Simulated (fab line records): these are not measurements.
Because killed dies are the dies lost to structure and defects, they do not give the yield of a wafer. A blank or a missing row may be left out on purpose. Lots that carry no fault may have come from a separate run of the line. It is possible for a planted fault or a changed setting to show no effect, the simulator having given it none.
fab line records -- flow nand-harc -- part 2 of 2: steps 24 to 38 of 38
[record] lots = 5, wafers = 15, last-day = 31
route steps=1302 shown A_BONDPAD@1216 HYBRID_BOND@1237 THIN_TSV@1244
lots that met no fault: taken from a fault-free run of the same line
start-h: hours from the record's first day to the start of the lot's first wafer shown -- wait-h: hours since the lot's step before -- " the same as in the row above -- L1.1+2: a row that stands for several wafers -- - value missing, or start not given -- * or withheld: withheld -- < > ~ a bound
route shown NAME@n: NAME is a module with steps in the file, n the number in the route of the first one -- usual: mean/standard deviation of fault-free wafers -- same: alike in all rows -- chamber/n: place in a boat -- sites: the reading at each site -- _std_site: the values' standard deviation -- _edge_site: the outer-site mean with the inner-site mean subtracted -- radius-mm: for every site, how far away it sits from the centre of the wafer -- mask NAME#n: copy n -- behind: the tool/chamber that last shaped the wafer -- hold: why the lot went on hold/how many hours it stayed there/how the hold came to an end -- device: the n, p or np transistor that did not switch -- end of line: the tests these same wafers got at the end of their route -- a step given without rows: its recipe and nothing more -- killed: not the wafer's yield, but the dies lost to structure and defects at the first sort -- map: per-die view of a wafer (x killed, . not killed, _ where there is no die)
set.NAME: the setting as run; set.NAME@STEP: as run at that earlier step -- model.NAME: the simulator's own value behind a step, which no gauge read
lots seen at some steps along the route; tables by step, rows by wafer
services: a tool's chamber out of use, with start hour (start-h, from the record's first day; less than 0 if before it), hours out, and reason
[[steps]]
[step NHARC_HYBRID_BOND_ANNEAL_04]
[recipe] temp-c = 300, time-s = 7200, ramp-up-c-per-min = 5, ramp-down-c-per-min = 3, idle-temp-c = 100, pressure-atm = 1
[usual] zone-power-upper-pct = 3.13/0.24
lot.wafer,tool,chamber,start-h,wait-h,zone-power-upper-pct
L075.3,furnace-05,0,548.28,4.1,3.43
L075.4,furnace-05,0,548.28,4.1,3.46
L075.6,furnace-05,0,548.28,4.1,3.42
L076.3,furnace-05,0,548.28,3.1,3.43
L076.5,furnace-05,0,548.28,3.1,3.40
L076.6,furnace-05,0,548.28,3.1,3.41
L084.3,furnace-07,0,652.23,3.8,3.12
L084.4,furnace-07,0,652.23,3.8,3.10
L084.5,furnace-07,0,652.23,3.8,3.19
L092.1,furnace-07,0,715.64,4.1,3.16
L092.4,furnace-07,0,715.64,4.1,3.13
L092.6,furnace-07,0,715.64,4.1,3.14
L093.1,furnace-07,0,723.47,7.3,3.14
L093.4,furnace-07,0,723.47,7.3,3.12
L093.5,furnace-07,0,723.47,7.3,3.09
[step NHARC_HYBRID_BOND_OVL_MEAS_05]
[usual] overlay-x-nm = -4/31, overlay-y-nm = -2/32
lot.wafer,tool,chamber,start-h,wait-h,overlay-x-nm,overlay-y-nm
L075.3,overlay-02,-,553.05,0.4,22,44
L075.4,overlay-02,-,553.05,0.4,-5,6
L075.6,overlay-02,-,553.05,0.4,-5,-23
L076.3,overlay-01,-,553.05,0.4,2,-19
L076.5,overlay-01,-,553.05,0.4,-47,-19
L076.6,overlay-01,-,553.05,0.4,-24,-15
L084.3,overlay-01,-,656.91,0.4,18,-44
L084.4,overlay-01,-,656.91,0.4,23,26
L084.5,overlay-01,-,656.91,0.4,15,21
L092.1,overlay-02,-,720.37,0.4,-18,13
L092.4,overlay-02,-,720.37,0.4,-46,19
L092.6,overlay-02,-,720.37,0.4,-54,-87
L093.1,overlay-02,-,728.21,0.4,11,23
L093.4,overlay-02,-,728.21,0.4,0,-44
L093.5,overlay-02,-,728.21,0.4,-17,-23
[step NHARC_HYBRID_BOND_INSPECT_06]
[recipe] inspect-instrument = ir-void
[usual] raw-defect-count = 83/27
lot.wafer,tool,chamber,start-h,wait-h,raw-defect-count
L075.3,defect-inspect-01,-,553.11,0.1,119
L075.4,defect-inspect-01,-,553.11,0.1,112
L075.6,defect-inspect-01,-,553.11,0.1,111
L076.3,defect-inspect-02,-,553.11,0.1,62
L076.5,defect-inspect-02,-,553.11,0.1,52
L076.6,defect-inspect-02,-,553.11,0.1,62
L084.3,defect-inspect-02,-,656.97,0.1,35
L084.4,defect-inspect-02,-,656.97,0.1,44
L084.5,defect-inspect-02,-,656.97,0.1,40
L092.1,defect-inspect-01,-,720.42,0.0,67
L092.4,defect-inspect-01,-,720.42,0.0,76
L092.6,defect-inspect-01,-,720.42,0.0,69
L093.1,defect-inspect-01,-,728.26,0.0,82
L093.4,defect-inspect-01,-,728.26,0.0,63
L093.5,defect-inspect-01,-,728.26,0.0,79
[step NHARC_THIN_TSV_GRIND_00]
[recipe] target-thk-um = 6
[usual] motor-current-A = 12.000/0.021
lot.wafer,tool,chamber,start-h,wait-h,motor-current-A
L075.3,grinder-01,0,553.64,0.5,11.977
L075.4,grinder-01,0,553.64,0.5,12.012
L075.6,grinder-01,0,553.64,0.5,11.999
L076.3,grinder-01,0,554.84,1.7,12.011
L076.5,grinder-01,0,554.84,1.7,12.014
L076.6,grinder-01,0,554.84,1.7,11.999
L084.3,grinder-01,0,657.51,0.5,12.014
L084.4,grinder-01,0,657.51,0.5,11.932
L084.5,grinder-01,0,657.51,0.5,12.000
L092.1,grinder-01,0,720.57,0.1,11.980
L092.4,grinder-01,0,720.57,0.1,11.980
L092.6,grinder-01,0,720.57,0.1,12.044
L093.1,grinder-01,0,728.41,0.1,11.996
L093.4,grinder-01,0,728.41,0.1,12.008
L093.5,grinder-01,0,728.41,0.1,12.016
[step NHARC_THIN_TSV_CMP_01]
[recipe] target-thk-um = 3
[usual] motor-current-A = 12.0/1.2
lot.wafer,tool,chamber,start-h,wait-h,motor-current-A
L075.3,cmp-04,1,554.48,0.6,11.6
L075.4,cmp-04,2,554.48,0.6,14.2
L075.6,cmp-04,1,554.48,0.6,11.7
L076.3,cmp-02,0,555.68,0.6,12.0
L076.5,cmp-02,0,555.68,0.6,12.0
L076.6,cmp-02,1,555.68,0.6,12.2
L084.4,cmp-01,2,658.34,0.4,10.0
L084.3,cmp-01,0,658.34,0.4,14.1
L084.5,cmp-01,3,658.34,0.4,12.7
L092.4,cmp-04,3,721.80,0.4,11.2
L092.1,cmp-04,0,721.80,0.4,11.2
L092.6,cmp-04,3,721.80,0.4,11.7
L093.4,cmp-04,2,729.69,0.5,14.3
L093.1,cmp-04,3,729.69,0.5,11.5
L093.5,cmp-04,0,729.69,0.5,10.2
[step NHARC_THIN_TSV_THK_MEAS_02]
[recipe] thk-meas-gauge = ir
[usual] thk-nm = 3018/210
lot.wafer,tool,chamber,start-h,wait-h,thk-nm
L075.3,film-metro-02,-,554.72,-,2496
L075.4,film-metro-02,-,554.72,-,2741
L075.6,film-metro-02,-,554.72,-,2655
L076.3,film-metro-02,-,555.94,-,3272
L076.5,film-metro-02,-,555.94,-,3054
L076.6,film-metro-02,-,555.94,-,2958
L084.3,film-metro-01,-,658.61,0.2,2926
L084.4,film-metro-01,-,658.61,0.2,2831
L084.5,film-metro-01,-,658.61,0.2,3013
L092.1,film-metro-01,-,722.06,0.2,2848
L092.4,film-metro-01,-,722.06,0.2,3018
L092.6,film-metro-01,-,722.06,0.2,2916
L093.1,film-metro-02,-,729.90,-,2901
L093.4,film-metro-02,-,729.90,-,2979
L093.5,film-metro-02,-,729.90,-,2938
[step NHARC_THIN_TSV_SRD_03]
lot.wafer,tool,chamber,start-h,wait-h
L075.4+6+3,wet-bench-10,"4,5,0",554.76,0.0
L076.3+6+5,wet-bench-08,"0,1,2",555.98,0.0
L084.4+5+3,wet-bench-10,"2,4,5",658.65,0.0
L092.4+6+1,wet-bench-08,"0,1,2",722.12,0.1
L093.1+4+5,wet-bench-08,"0,1,3",729.94,0.0
[step NHARC_THIN_TSV_PRECLEAN_41]
[recipe] time-s = *, temp-c = 50, bath-age-min = 0, chemistry = SC1
lot.wafer,tool,chamber,start-h,wait-h
L075.4+6+3,wet-bench-10,"4,5,0",554.79,0.0
L076.3+6+5,wet-bench-08,"0,1,2",556.01,0.0
L084.4+5+3,wet-bench-10,"2,4,5",658.67,0.0
L092.4+6+1,wet-bench-08,"0,1,2",722.14,0.0
L093.1+4+5,wet-bench-08,"0,1,3",729.97,0.0
[step NHARC_THIN_TSV_SRD_42]
lot.wafer,tool,chamber,start-h,wait-h
L075.4+6+3,wet-bench-10,"4,5,0",-,-
L076.3+6+5,wet-bench-08,"0,1,2",-,-
L084.4+5+3,wet-bench-10,"2,4,5",-,-
L092.4+6+1,wet-bench-08,"0,1,2",-,-
L093.1+4+5,wet-bench-08,"0,1,3",-,-
[step NHARC_THIN_TSV_DEP_43]
[recipe] target-thk-a = 13285, temp-c = withheld, pressure-torr = 6.5, rf-w = 900, teos-flow-sccm = 161.4, flow-sccm = 2650, target-thk-nm = 1328.5, gas = O2, material = SiO2
[usual] showerhead-vpp-V = 1855/100, throttle-valve-pct = 15.9/0.47
lot.wafer,tool,chamber,start-h,wait-h,showerhead-vpp-V,throttle-valve-pct
L075.3,pecvd-01,2,554.94,-,1710,16.1
L075.6,pecvd-01,2,554.94,-,1687,16.3
L075.4,pecvd-01,0,554.94,-,1706,15.3
L076.3,pecvd-02,0,556.17,-,1827,16.3
L076.6,pecvd-02,0,556.17,-,1851,16.1
L076.5,pecvd-02,1,556.17,-,1808,15.7
L084.3,pecvd-01,2,658.92,-,1686,16.4
L084.5,pecvd-01,0,658.92,-,1725,15.0
L084.4,pecvd-01,1,658.92,-,1915,16.7
L092.1,pecvd-02,1,722.38,-,1816,15.4
L092.4,pecvd-02,0,722.38,-,1830,16.3
L092.6,pecvd-02,1,722.38,-,1766,15.1
L093.1,pecvd-01,1,730.17,-,1889,16.7
L093.4,pecvd-01,1,730.17,-,1904,16.6
L093.5,pecvd-01,2,730.17,-,1716,16.0
[step NHARC_THIN_TSV_DEHYDRATE_04]
[recipe] temp-c = 150, time-s = 120
lot.wafer,tool,chamber,start-h,wait-h
L075.3+4+6,litho-track-05,0,555.34,-
L076.3+5+6,litho-track-03,0,556.57,-
L084.3+4+5,litho-track-05,0,659.23,-
L092.1+4+6,litho-track-07,0,722.69,-
L093.1+4+5,litho-track-03,0,730.53,-
[step NHARC_THIN_TSV_HMDS_05]
[recipe] time-s = 30
lot.wafer,tool,chamber,start-h,wait-h
L075.3+4+6,litho-track-05,0,-,-
L076.3+5+6,litho-track-03,0,-,-
L084.3+4+5,litho-track-05,0,-,-
L092.1+4+6,litho-track-07,0,-,-
L093.1+4+5,litho-track-03,0,-,-
[step NHARC_THIN_TSV_COAT_06]
[recipe] spin-rpm = *
lot.wafer,tool,chamber,start-h,wait-h
L075.3+4+6,litho-track-05,0,-,-
L076.3+5+6,litho-track-03,0,-,-
L084.3+4+5,litho-track-05,0,-,-
L092.1+4+6,litho-track-07,0,-,-
L093.1+4+5,litho-track-03,0,-,-
[step NHARC_THIN_TSV_SOFTBAKE_07]
[recipe] temp-c = 122, time-s = 95
lot.wafer,tool,chamber,start-h,wait-h
L075.3+4+6,litho-track-05,0,-,-
L076.3+5+6,litho-track-03,0,-,-
L084.3+4+5,litho-track-05,0,-,-
L092.1+4+6,litho-track-07,0,-,-
L093.1+4+5,litho-track-03,0,-,-
[step NHARC_THIN_TSV_EBR_08]
lot.wafer,tool,chamber,start-h,wait-h
L075.3+4+6,litho-track-05,0,-,-
L076.3+5+6,litho-track-03,0,-,-
L084.3+4+5,litho-track-05,0,-,-
L092.1+4+6,litho-track-07,0,-,-
L093.1+4+5,litho-track-03,0,-,-
[[services]]
tool,chamber,start-h,hours,kind
grinder-01,-,520.58,1.9,repair
rie-diel-12,0,547.86,30.6,repair
rie-diel-12,1,556.31,9.7,repair
pvd-sputter-03,-,557.75,10.0,pm
rie-diel-12,-,563.00,1.0,repair
rie-diel-12,-,580.61,0.4,repair
rie-diel-12,3,595.96,16.6,repair
litho-track-07,-,601.00,7.0,pm
grinder-01,-,605.91,2.5,repair
pvd-sputter-03,-,613.65,1.3,repair
rie-diel-12,-,622.40,9.0,pm
litho-track-03,-,625.00,7.0,pm
grinder-01,-,642.17,0.7,repair
wet-bench-08,-,646.40,8.0,pm
litho-track-05,-,649.00,7.0,pm
wet-bench-10,-,663.20,8.0,pm
rie-diel-12,3,670.50,4.0,repair
rie-diel-12,2,672.28,17.4,repair
rie-diel-12,0,674.51,1.4,repair
grinder-01,-,681.44,0.5,repair
rie-diel-12,-,695.31,0.1,repair
rie-diel-12,2,703.37,2.3,repair
rie-diel-12,3,719.98,2.2,repair
pvd-sputter-03,-,725.83,41.1,repair
